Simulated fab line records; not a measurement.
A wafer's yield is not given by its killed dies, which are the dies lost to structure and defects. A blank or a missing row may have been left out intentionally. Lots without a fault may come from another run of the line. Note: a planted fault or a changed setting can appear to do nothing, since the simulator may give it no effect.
Chamber matching || flow n5_finfet || N5_BEOL_M3_ALD_98 on ald_sin-01 has 4 sister chambers
The step deposits SiO2, target thk 2.5 nm, pulse time 1 s, co reactant pulse time 1 s. 16 wafers are shown with their chamber, then 8 later ones without.

== WAFERS PAIRED WITH THEIR CHAMBERS ==
{"wafer": "L074.2", "chamber": 1, "heater_power_w (W)": 67, "precursor_pulse_height_rel": 1.005, "chamber_pressure_Torr (Torr)": 2.002}
{"wafer": "L074.4", "chamber": 2, "heater_power_w (W)": 66, "precursor_pulse_height_rel": 1.025, "chamber_pressure_Torr (Torr)": 2.002}
{"wafer": "L074.6", "chamber": 0, "heater_power_w (W)": 71, "precursor_pulse_height_rel": 0.981, "chamber_pressure_Torr (Torr)": 2.001}
{"wafer": "L076.2", "chamber": 3, "heater_power_w (W)": 97, "precursor_pulse_height_rel": 0.964, "chamber_pressure_Torr (Torr)": 2.002}
{"wafer": "L076.3", "chamber": 1, "heater_power_w (W)": 66, "precursor_pulse_height_rel": 1.019, "chamber_pressure_Torr (Torr)": 1.996}
{"wafer": "L076.4", "chamber": 2, "heater_power_w (W)": 68, "precursor_pulse_height_rel": 0.998, "chamber_pressure_Torr (Torr)": 2.000}
{"wafer": "L087.1", "chamber": 0, "heater_power_w (W)": 72, "precursor_pulse_height_rel": 0.998, "chamber_pressure_Torr (Torr)": 1.999}
{"wafer": "L087.2", "chamber": 2, "heater_power_w (W)": 68, "precursor_pulse_height_rel": 0.991, "chamber_pressure_Torr (Torr)": 1.997}
{"wafer": "L087.5", "chamber": 0, "heater_power_w (W)": 73, "precursor_pulse_height_rel": 0.997, "chamber_pressure_Torr (Torr)": 2.006}
{"wafer": "L091.3", "chamber": 2, "heater_power_w (W)": 68, "precursor_pulse_height_rel": 0.990, "chamber_pressure_Torr (Torr)": 1.999}
{"wafer": "L091.5", "chamber": 2, "heater_power_w (W)": 69, "precursor_pulse_height_rel": 1.001, "chamber_pressure_Torr (Torr)": 2.003}
{"wafer": "L091.6", "chamber": 3, "heater_power_w (W)": 95, "precursor_pulse_height_rel": 1.001, "chamber_pressure_Torr (Torr)": 2.001}
{"wafer": "L093.3", "chamber": 2, "heater_power_w (W)": 68, "precursor_pulse_height_rel": 0.993, "chamber_pressure_Torr (Torr)": 1.996}
{"wafer": "L093.4", "chamber": 0, "heater_power_w (W)": 73, "precursor_pulse_height_rel": 1.041, "chamber_pressure_Torr (Torr)": 1.995}
{"wafer": "L093.6", "chamber": 2, "heater_power_w (W)": 68, "precursor_pulse_height_rel": 1.009, "chamber_pressure_Torr (Torr)": 1.989}
{"wafer": "L094.1", "chamber": 3, "heater_power_w (W)": 93, "precursor_pulse_height_rel": 1.001, "chamber_pressure_Torr (Torr)": 2.006}

SIGNATURES (averages over the wafers above)
{"reading": "heater_power_w", "chamber 0": 72.25, "chamber 1": 66.50, "chamber 2": 67.86, "chamber 3": 95.00, "scatter within a chamber": 1.16}
{"reading": "precursor_pulse_height_rel", "chamber 0": 1.00425, "chamber 1": 1.01200, "chamber 2": 1.00100, "chamber 3": 0.98867, "scatter within a chamber": 0.0181}
{"reading": "chamber_pressure_Torr", "chamber 0": 2.00025, "chamber 1": 1.99900, "chamber 2": 1.99800, "chamber 3": 2.00300, "scatter within a chamber": 0.00435}
Rule: distance of a wafer from a chamber = root of the sum over the readings of ((wafer's reading minus chamber's mean) / reading's scatter) squared. If the next closest chamber is less than 2 further off than the closest, the wafer can't be placed; otherwise it belongs to the closest. The scatter: take each reading less its chamber's mean, square it, sum over the shown wafers, divide by the number of wafers less the number of chambers, and take the root.

== WAFERS WITH NO CHAMBER GIVEN ==
{"wafer": "L094.4", "heater_power_w (W)": 67, "precursor_pulse_height_rel": 1.025, "chamber_pressure_Torr (Torr)": 2.002}
{"wafer": "L094.5", "heater_power_w (W)": 95, "precursor_pulse_height_rel": 0.985, "chamber_pressure_Torr (Torr)": 2.003}
{"wafer": "L092.1", "heater_power_w (W)": 97, "precursor_pulse_height_rel": 1.010, "chamber_pressure_Torr (Torr)": 1.998}
{"wafer": "L092.3", "heater_power_w (W)": 70, "precursor_pulse_height_rel": 1.007, "chamber_pressure_Torr (Torr)": 2.007}
{"wafer": "L092.5", "heater_power_w (W)": 96, "precursor_pulse_height_rel": 1.008, "chamber_pressure_Torr (Torr)": 2.007}
{"wafer": "L097.4", "heater_power_w (W)": 67, "precursor_pulse_height_rel": 1.030, "chamber_pressure_Torr (Torr)": 2.004}
{"wafer": "L097.5", "heater_power_w (W)": 71, "precursor_pulse_height_rel": 0.992, "chamber_pressure_Torr (Torr)": 1.998}
{"wafer": "L097.6", "heater_power_w (W)": 67, "precursor_pulse_height_rel": 0.984, "chamber_pressure_Torr (Torr)": 2.003}

== WHICH CHAMBER EACH ONE RAN IN ==
{"wafer": "L094.4", "from the rows above": "can't be placed: 1 or 2", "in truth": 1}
{"wafer": "L094.5", "from the rows above": 3, "in truth": 3}
{"wafer": "L092.1", "from the rows above": 3, "in truth": 3}
{"wafer": "L092.3", "from the rows above": "can't be placed: 0 or 2 or 1", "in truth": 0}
{"wafer": "L092.5", "from the rows above": 3, "in truth": 3}
{"wafer": "L097.4", "from the rows above": "can't be placed: 1 or 2", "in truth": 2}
{"wafer": "L097.5", "from the rows above": "can't be placed: 0 or 2", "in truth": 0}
{"wafer": "L097.6", "from the rows above": "can't be placed: 2 or 1", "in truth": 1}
Correct placement for 3 of the 8. Not placeable from these rows: 5 (in 5, the candidates include the true chamber). Wrongly placed: 0.
